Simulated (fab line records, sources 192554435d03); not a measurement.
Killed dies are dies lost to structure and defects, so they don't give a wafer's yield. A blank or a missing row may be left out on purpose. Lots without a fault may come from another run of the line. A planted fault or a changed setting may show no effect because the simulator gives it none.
Chamber matching | flow n5_finfet | N5_HKMG_FIN_PWFM_ALD_03 on ald_metal-04: 4 sister chambers
The step deposits TiN, target thk 2 nm, pulse time 1 s, purge time 3 s. 8 wafers are shown with their chamber, then 11 later ones without.

WAFERS WITH THEIR CHAMBER
wafer  | chamber | heater_power_w (W) | precursor_pulse_height_rel
L082.2 | 0       | 920                | 1.012
L084.3 | 1       | 810                | 0.994
L086.5 | 3       | 957                | 1.039
L086.6 | 2       | 832                | 1.002
L090.1 | 3       | 939                | 1.036
L090.2 | 2       | 863                | 0.997
L090.3 | 0       | 892                | 0.957
L090.4 | 1       | 809                | 1.012

WAFERS WITHOUT THEIR CHAMBER
wafer  | heater_power_w (W) | precursor_pulse_height_rel
L090.5 | 907                | 1.004
L090.6 | 816                | 1.015
L091.2 | 917                | 0.998
L091.4 | 790                | 1.001
L091.6 | 814                | 1.001
L094.3 | 817                | 1.005
L094.4 | 964                | 0.993
L094.6 | 925                | 1.025
L096.2 | 790                | 1.015
L096.3 | 847                | 0.991
L096.5 | 857                | 0.999

WHICH CHAMBER EACH WENT THROUGH
wafer  | from the rows above     | in truth
L090.5 | 0                       | 0
L090.6 | can't be placed: 1 or 2 | 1
L091.2 | can't be placed: 0 or 3 | 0
L091.4 | 1                       | 1
L091.6 | can't be placed: 1 or 2 | 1
L094.3 | can't be placed: 1 or 2 | 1
L094.4 | can't be placed: 3 or 0 | 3
L094.6 | can't be placed: 3 or 0 | 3
L096.2 | 1                       | 1
L096.3 | can't be placed: 2 or 1 | 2
L096.5 | 2                       | 2
Placed correctly: 4 of 11. Can't be placed from these rows: 7 (the true chamber is among the candidates in 7). Placed wrongly: 0.
How it was worked out, from the rows above alone: a wafer's distance from a chamber is the root of the sum, over the readings, of the square of ((its reading less the chamber's mean) divided by the reading's scatter). The wafer belongs to the nearest chamber; if the next one is less than 2 further off, it can't be placed. A chamber's mean is the mean of its shown wafers. The scatter: the root of (the sum of the squares of (reading less its chamber's mean) over the shown wafers, divided by (wafers less chambers)).
